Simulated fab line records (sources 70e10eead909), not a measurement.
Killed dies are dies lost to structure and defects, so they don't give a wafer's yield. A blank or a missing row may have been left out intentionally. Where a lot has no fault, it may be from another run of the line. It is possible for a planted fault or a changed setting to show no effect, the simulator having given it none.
Chamber matching || flow nand-harc || NHARC_A_STAIRCASE_DEP_301 on pecvd-03: 3 sister chambers
The step deposits SiON, target thk 30 nm. 14 wafers are shown with their chamber, then 7 later ones without.

== WAFERS PAIRED WITH THEIR CHAMBERS ==
{"wafer": "L839.1", "chamber": 0, "showerhead-vpp-V (V)": 1070, "rf-fwd-power-W (W)": 346.0, "heater-power-w (W)": 763}
{"wafer": "L839.2", "chamber": 1, "showerhead-vpp-V (V)": 1110, "rf-fwd-power-W (W)": 348.3, "heater-power-w (W)": 669}
{"wafer": "L839.3", "chamber": 2, "showerhead-vpp-V (V)": 1182, "rf-fwd-power-W (W)": 348.1, "heater-power-w (W)": 795}
{"wafer": "L844.2", "chamber": 0, "showerhead-vpp-V (V)": 1089, "rf-fwd-power-W (W)": 346.5, "heater-power-w (W)": 653}
{"wafer": "L844.4", "chamber": 2, "showerhead-vpp-V (V)": 1153, "rf-fwd-power-W (W)": 347.1, "heater-power-w (W)": 659}
{"wafer": "L844.6", "chamber": 1, "showerhead-vpp-V (V)": 1100, "rf-fwd-power-W (W)": 348.8, "heater-power-w (W)": 788}
{"wafer": "L855.1", "chamber": 0, "showerhead-vpp-V (V)": 1071, "rf-fwd-power-W (W)": 348.4, "heater-power-w (W)": 762}
{"wafer": "L855.2", "chamber": 1, "showerhead-vpp-V (V)": 1095, "rf-fwd-power-W (W)": 347.9, "heater-power-w (W)": 758}
{"wafer": "L855.5", "chamber": 2, "showerhead-vpp-V (V)": 1192, "rf-fwd-power-W (W)": 349.0, "heater-power-w (W)": 776}
{"wafer": "L858.2", "chamber": 2, "showerhead-vpp-V (V)": 1192, "rf-fwd-power-W (W)": 348.8, "heater-power-w (W)": 723}
{"wafer": "L858.5", "chamber": 0, "showerhead-vpp-V (V)": 1102, "rf-fwd-power-W (W)": 346.7, "heater-power-w (W)": 689}
{"wafer": "L858.6", "chamber": 2, "showerhead-vpp-V (V)": 1200, "rf-fwd-power-W (W)": 348.2, "heater-power-w (W)": 734}
{"wafer": "L859.4", "chamber": 0, "showerhead-vpp-V (V)": 1084, "rf-fwd-power-W (W)": 348.4, "heater-power-w (W)": 730}
{"wafer": "L859.5", "chamber": 1, "showerhead-vpp-V (V)": 1116, "rf-fwd-power-W (W)": 348.3, "heater-power-w (W)": 730}

SIGNATURES (averages over the wafers above)
{"reading": "showerhead-vpp-V", "chamber 0": 1083.20, "chamber 1": 1105.25, "chamber 2": 1183.80, "scatter within a chamber": 14.6}
{"reading": "rf-fwd-power-W", "chamber 0": 347.200, "chamber 1": 348.325, "chamber 2": 348.240, "scatter within a chamber": 0.836}
{"reading": "heater-power-w", "chamber 0": 719.40, "chamber 1": 736.25, "chamber 2": 737.40, "scatter within a chamber": 50.5}
Rule: for a wafer and a chamber, the distance is found by dividing, reading by reading, the gap between the wafer's reading and the chamber's mean by the reading's scatter, squaring, summing and taking the root. The wafer belongs to the nearest chamber; if the next one is less than 2 further off, it can't be placed. How the scatter is found: for the shown wafers, subtract from each reading the mean of its chamber, square and add these, divide the total by (wafers less chambers), then take the root.

== WAFERS WITHOUT THEIR CHAMBER ==
{"wafer": "L859.6", "showerhead-vpp-V (V)": 1182, "rf-fwd-power-W (W)": 344.9, "heater-power-w (W)": 732}
{"wafer": "L860.1", "showerhead-vpp-V (V)": 1101, "rf-fwd-power-W (W)": 350.3, "heater-power-w (W)": 662}
{"wafer": "L860.2", "showerhead-vpp-V (V)": 1095, "rf-fwd-power-W (W)": 348.2, "heater-power-w (W)": 687}
{"wafer": "L860.5", "showerhead-vpp-V (V)": 1062, "rf-fwd-power-W (W)": 348.0, "heater-power-w (W)": 717}
{"wafer": "L862.1", "showerhead-vpp-V (V)": 1202, "rf-fwd-power-W (W)": 348.4, "heater-power-w (W)": 642}
{"wafer": "L862.4", "showerhead-vpp-V (V)": 1076, "rf-fwd-power-W (W)": 347.0, "heater-power-w (W)": 735}
{"wafer": "L862.6", "showerhead-vpp-V (V)": 1107, "rf-fwd-power-W (W)": 351.2, "heater-power-w (W)": 803}

== WHICH CHAMBER EACH WENT THROUGH ==
{"wafer": "L859.6", "from the rows above": 2, "in truth": 2}
{"wafer": "L860.1", "from the rows above": "can't be placed: 1 or 0", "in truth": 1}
{"wafer": "L860.2", "from the rows above": "can't be placed: 1 or 0", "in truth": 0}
{"wafer": "L860.5", "from the rows above": "can't be placed: 0 or 1", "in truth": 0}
{"wafer": "L862.1", "from the rows above": 2, "in truth": 2}
{"wafer": "L862.4", "from the rows above": "can't be placed: 0 or 1", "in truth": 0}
{"wafer": "L862.6", "from the rows above": "can't be placed: 1 or 0", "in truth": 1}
Correctly placed: 2 of 7. Unplaceable from these rows: 5, with the true chamber sitting among the candidates in 5. 0 placed wrongly.
